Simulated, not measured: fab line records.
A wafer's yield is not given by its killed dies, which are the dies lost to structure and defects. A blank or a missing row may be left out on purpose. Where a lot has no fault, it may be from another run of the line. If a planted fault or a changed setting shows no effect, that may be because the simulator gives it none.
Chamber matching / flow nandHarc / rieDiel-06 running NHARC_A_SGD_CUT_ETCHBACK_24: 4 sister chambers
The step etches the open film in CH3F/O2, target depth 50 nm, time 92.857 s. 16 wafers are shown with their chamber, then 8 later ones without.

WAFERS, EACH WITH ITS CHAMBER
wafer=L074.1; chamber=2; showerheadPlenumPTorr (Torr)=2.43; rfVppV (V)=243.3; oesProductAu (a.u.)=1.00
wafer=L074.3; chamber=3; showerheadPlenumPTorr (Torr)=2.32; rfVppV (V)=241.7; oesProductAu (a.u.)=1.00
wafer=L074.5; chamber=2; showerheadPlenumPTorr (Torr)=2.43; rfVppV (V)=243.1; oesProductAu (a.u.)=1.02
wafer=L075.1; chamber=3; showerheadPlenumPTorr (Torr)=2.32; rfVppV (V)=241.9; oesProductAu (a.u.)=0.98
wafer=L075.2; chamber=0; showerheadPlenumPTorr (Torr)=2.52; rfVppV (V)=243.8; oesProductAu (a.u.)=1.00
wafer=L075.3; chamber=2; showerheadPlenumPTorr (Torr)=2.43; rfVppV (V)=242.9; oesProductAu (a.u.)=1.00
wafer=L077.1; chamber=0; showerheadPlenumPTorr (Torr)=2.52; rfVppV (V)=244.8; oesProductAu (a.u.)=0.94
wafer=L077.2; chamber=1; showerheadPlenumPTorr (Torr)=2.53; rfVppV (V)=244.2; oesProductAu (a.u.)=0.94
wafer=L077.3; chamber=3; showerheadPlenumPTorr (Torr)=2.32; rfVppV (V)=242.5; oesProductAu (a.u.)=0.92
wafer=L079.3; chamber=1; showerheadPlenumPTorr (Torr)=2.53; rfVppV (V)=245.8; oesProductAu (a.u.)=0.94
wafer=L079.4; chamber=3; showerheadPlenumPTorr (Torr)=2.31; rfVppV (V)=242.1; oesProductAu (a.u.)=0.92
wafer=L079.6; chamber=3; showerheadPlenumPTorr (Torr)=2.32; rfVppV (V)=243.6; oesProductAu (a.u.)=0.92
wafer=L084.3; chamber=2; showerheadPlenumPTorr (Torr)=2.43; rfVppV (V)=243.0; oesProductAu (a.u.)=1.00
wafer=L084.4; chamber=0; showerheadPlenumPTorr (Torr)=2.52; rfVppV (V)=245.8; oesProductAu (a.u.)=1.01
wafer=L084.5; chamber=1; showerheadPlenumPTorr (Torr)=2.53; rfVppV (V)=245.3; oesProductAu (a.u.)=1.01
wafer=L083.4; chamber=3; showerheadPlenumPTorr (Torr)=2.31; rfVppV (V)=243.4; oesProductAu (a.u.)=0.94

SIGNATURES (averages over the wafers above)
reading=showerheadPlenumPTorr; chamber 0=2.5200; chamber 1=2.5300; chamber 2=2.4300; chamber 3=2.3167; scatter within a chamber=0.00333
reading=rfVppV; chamber 0=244.800; chamber 1=245.100; chamber 2=243.075; chamber 3=242.533; scatter within a chamber=0.742
reading=oesProductAu; chamber 0=0.9833; chamber 1=0.9633; chamber 2=1.0050; chamber 3=0.9467; scatter within a chamber=0.0324
Rule: a wafer's distance from a chamber is the root of the sum, over the readings, of the square of ((its reading less the chamber's mean) divided by the reading's scatter). If the next closest chamber is less than 2 further off than the closest, the wafer can't be placed; otherwise it belongs to the closest. The scatter: the root of (the sum of the squares of (reading less its chamber's mean) over the shown wafers, divided by (wafers less chambers)).

WAFERS MISSING THEIR CHAMBER
wafer=L083.5; showerheadPlenumPTorr (Torr)=2.31; rfVppV (V)=242.3; oesProductAu (a.u.)=0.94
wafer=L083.6; showerheadPlenumPTorr (Torr)=2.43; rfVppV (V)=245.4; oesProductAu (a.u.)=0.95
wafer=L089.1; showerheadPlenumPTorr (Torr)=2.31; rfVppV (V)=242.0; oesProductAu (a.u.)=0.92
wafer=L089.3; showerheadPlenumPTorr (Torr)=2.43; rfVppV (V)=244.3; oesProductAu (a.u.)=0.93
wafer=L089.4; showerheadPlenumPTorr (Torr)=2.53; rfVppV (V)=244.5; oesProductAu (a.u.)=0.94
wafer=L094.1; showerheadPlenumPTorr (Torr)=2.31; rfVppV (V)=241.6; oesProductAu (a.u.)=1.00
wafer=L094.2; showerheadPlenumPTorr (Torr)=2.52; rfVppV (V)=245.0; oesProductAu (a.u.)=0.99
wafer=L094.3; showerheadPlenumPTorr (Torr)=2.52; rfVppV (V)=245.1; oesProductAu (a.u.)=1.00

WHICH CHAMBER EACH ONE RAN IN
wafer=L083.5; from the rows above=3; in truth=3
wafer=L083.6; from the rows above=2; in truth=2
wafer=L089.1; from the rows above=3; in truth=3
wafer=L089.3; from the rows above=2; in truth=2
wafer=L089.4; from the rows above=1; in truth=1
wafer=L094.1; from the rows above=3; in truth=3
wafer=L094.2; from the rows above=0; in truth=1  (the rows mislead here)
wafer=L094.3; from the rows above=0; in truth=0
Correct placement for 7 of the 8. Not placeable from these rows: 0. Wrongly placed: 1.
